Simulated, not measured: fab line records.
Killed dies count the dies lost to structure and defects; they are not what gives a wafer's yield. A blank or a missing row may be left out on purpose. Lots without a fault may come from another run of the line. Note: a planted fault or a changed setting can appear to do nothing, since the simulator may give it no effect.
Matching of chambers -- flow n5-finfet -- N5_MOL_CONTACT_COAG_VIA_ETCH_117 on rie-diel-06: 4 sister chambers
The step etches SiO2 in C4F6/O2, target depth 40 nm, overetch 8 nm, time 26 s. 7 wafers are shown with their chamber, then 8 later ones without.

## WAFERS WITH THEIR CHAMBER
wafer,chamber,rf-vpp-V (V),drypump-motor-current-A (A)
L081.5,2,1572,6.6
L083.5,2,1571,6.7
L083.6,1,1563,4.9
L086.1,1,1564,4.9
L086.3,3,1607,5.4
L086.5,0,1590,5.6
L087.1,3,1608,5.5

## WAFERS WITHOUT THEIR CHAMBER
wafer,rf-vpp-V (V),drypump-motor-current-A (A)
L087.3,1572,6.6
L087.6,1609,5.5
L094.1,1598,6.6
L094.5,1608,5.5
L094.6,1597,6.6
L097.2,1562,4.9
L097.3,1607,5.5
L097.5,1562,4.9

## CHAMBER TAKEN BY EACH
wafer,from the rows above,in truth
L087.3,2,2
L087.6,3,3
L094.1,0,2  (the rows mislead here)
L094.5,3,3
L094.6,0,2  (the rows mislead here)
L097.2,1,1
L097.3,3,3
L097.5,1,1
Placed correctly: 6 of 8. Number that these rows cannot place: 0. Placed wrongly: 2.
How it was worked out, from the rows above alone: a wafer's distance from a chamber is the root of the sum, over the readings, of the square of ((its reading less the chamber's mean) divided by the reading's scatter). If the next closest chamber is less than 2 further off than the closest, the wafer can't be placed; otherwise it belongs to the closest. Each chamber's mean is taken over the wafers shown for it. How the scatter is found: for the shown wafers, subtract from each reading the mean of its chamber, square and add these, divide the total by (wafers less chambers), then take the root.
